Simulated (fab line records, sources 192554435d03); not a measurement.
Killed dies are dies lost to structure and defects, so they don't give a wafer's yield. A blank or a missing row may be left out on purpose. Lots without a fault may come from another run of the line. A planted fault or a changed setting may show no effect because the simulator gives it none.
Split-lot experiment | flow n5_finfet | 7 lots, 39 wafers read, on a route of 1938 steps

THE SPLIT
At N5_FIN_SAQP_FIN_ETCH_36 (etches the open film in HBr/Cl2/O2, target depth 120 nm, time 50.4 s), the setting bias_w was moved away from the recipe's 102 W on 18 of the 39 wafers read, by -14.6% to +18.9%. The other wafers ran this setting at the recipe's value.

The reading is taken at the split's own step.

THE READING
SiNx_of_FIN_SAQP_HM_DEP_03.thk_nm (the simulator's own value, which no gauge read), in nm, at N5_FIN_SAQP_FIN_ETCH_36 (etches the open film in HBr/Cl2/O2, target depth 120 nm, time 50.4 s). The file gives no usual value for it. The 21 wafers here that ran the recipe average 21.0 nm, standard deviation 0.7 nm.

wafer  | tool, chamber at the split | bias_w as run, W | against the recipe | SiNx_of_FIN_SAQP_HM_DEP_03.thk_nm, nm | against lot-mates on the recipe
L074.1 | rie_si-02, 3,1             | 102              | recipe             | 20.6                                  | -
L074.6 | rie_si-02, 3,1             | 102              | recipe             | 20.6                                  | -
L074.2 | rie_si-02, 0               | 87.14            | -14.6%             | 22                                    | +1.5
L074.3 | rie_si-02, 1               | 102              | recipe             | 20.4                                  | -
L074.4 | rie_si-02, 3,0             | 87.14            | -14.6%             | 22.8                                  | +2.3
L074.5 | rie_si-02, 3,0             | 87.14            | -14.6%             | 22.8                                  | +2.3
L077.1 | rie_si-02, 0               | 102              | recipe             | 20.4                                  | -
L077.2 | rie_si-02, 2               | 102              | recipe             | 20.8                                  | -
L077.3 | rie_si-02, 1,3             | 120.8            | +18.4%             | 18.8                                  | -1.7
L077.4 | rie_si-02, 1,3             | 120.8            | +18.4%             | 18.8                                  | -1.7
L077.5 | rie_si-02, 1               | 102              | recipe             | 20.2                                  | -
L077.6 | rie_si-02, 2               | 120.8            | +18.4%             | 19.8                                  | -0.7
L083.1 | rie_si-04, 1               | 121.3            | +18.9%             | 19.4                                  | -2.3
L083.2 | rie_si-04, 3               | 102              | recipe             | 20.8                                  | -
L083.3 | rie_si-04, 2,0             | 121.3            | +18.9%             | 19.2                                  | -2.5
L083.5 | rie_si-04, 2,0             | 121.3            | +18.9%             | 19.2                                  | -2.5
L083.4 | rie_si-04, 0               | 102              | recipe             | 22                                    | -
L083.6 | rie_si-04, 3               | 102              | recipe             | 22.4                                  | -
L084.1 | rie_si-02, 0               | 102              | recipe             | 21.6                                  | -
L084.2 | rie_si-02, 1               | 102              | recipe             | 20.8                                  | -
L084.3 | rie_si-02, 2               | 102              | recipe             | 21.8                                  | -
L085.1 | rie_si-05, 2               | 89.59            | -12.2%             | 22.4                                  | +1.1
L085.2 | rie_si-05, 3               | 102              | recipe             | 21.2                                  | -
L085.3 | rie_si-05, 1               | 102              | recipe             | 20.8                                  | -
L085.4 | rie_si-05, 2               | 89.59            | -12.2%             | 23                                    | +1.7
L085.5 | rie_si-05, 1               | 89.59            | -12.2%             | 22.8                                  | +1.5
L085.6 | rie_si-05, 3               | 102              | recipe             | 22                                    | -
L087.1 | rie_si-04, 2               | 91.07            | -10.7%             | 21.4                                  | +0.1
L087.2 | rie_si-04, 3               | 91.07            | -10.7%             | 21.8                                  | +0.5
L087.3 | rie_si-04, 1               | 102              | recipe             | 20.8                                  | -
L087.4 | rie_si-04, 0               | 91.07            | -10.7%             | 22.6                                  | +1.3
L087.5 | rie_si-04, 0               | 102              | recipe             | 21.2                                  | -
L087.6 | rie_si-04, 1               | 102              | recipe             | 21.8                                  | -
L088.1 | rie_si-04, 1               | 90.75            | -11.0%             | 21.8                                  | +1.5
L088.2 | rie_si-04, 2               | 102              | recipe             | 19.4                                  | -
L088.3 | rie_si-04, 3               | 90.75            | -11.0%             | 21.4                                  | +1.1
L088.4 | rie_si-04, 0               | 90.75            | -11.0%             | 21.6                                  | +1.3
L088.5 | rie_si-04, 0               | 102              | recipe             | 21                                    | -
L088.6 | rie_si-04, 3               | 102              | recipe             | 20.6                                  | -
Where a row lists several chambers, the file gives one row for several wafers and doesn't say which wafer went through which chamber.

THE FIT
A straight line over all 39 wafers: SiNx_of_FIN_SAQP_HM_DEP_03.thk_nm changes by -0.0982 nm for each +1% of bias_w; r = -0.85; the points scatter about the line by 0.62 nm.
The same after taking each lot's own level away (the mean of its wafers on the recipe; 39 wafers): -0.107 nm for each +1%; r = -0.90; scatter 0.52 nm.
On that fit, the largest move of bias_w shifts the reading by 2 nm.
The lots' own levels span 20.33 to 21.73 nm, that is 2.0 times the standard deviation above.
So the lot-to-lot level changes the slope little: the two slopes agree.
Check: with one of the wafers moved furthest among these (+18.9%) left out of the fit, the line predicts -1.94 nm for it against its lot-mates. It came out at -2.33 nm against them.

THE FILE'S OWN FIT
SiNx_of_FIN_SAQP_HM_DEP_03.thk_nm changes by -0.107 nm for each +1% of bias_w, r = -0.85.
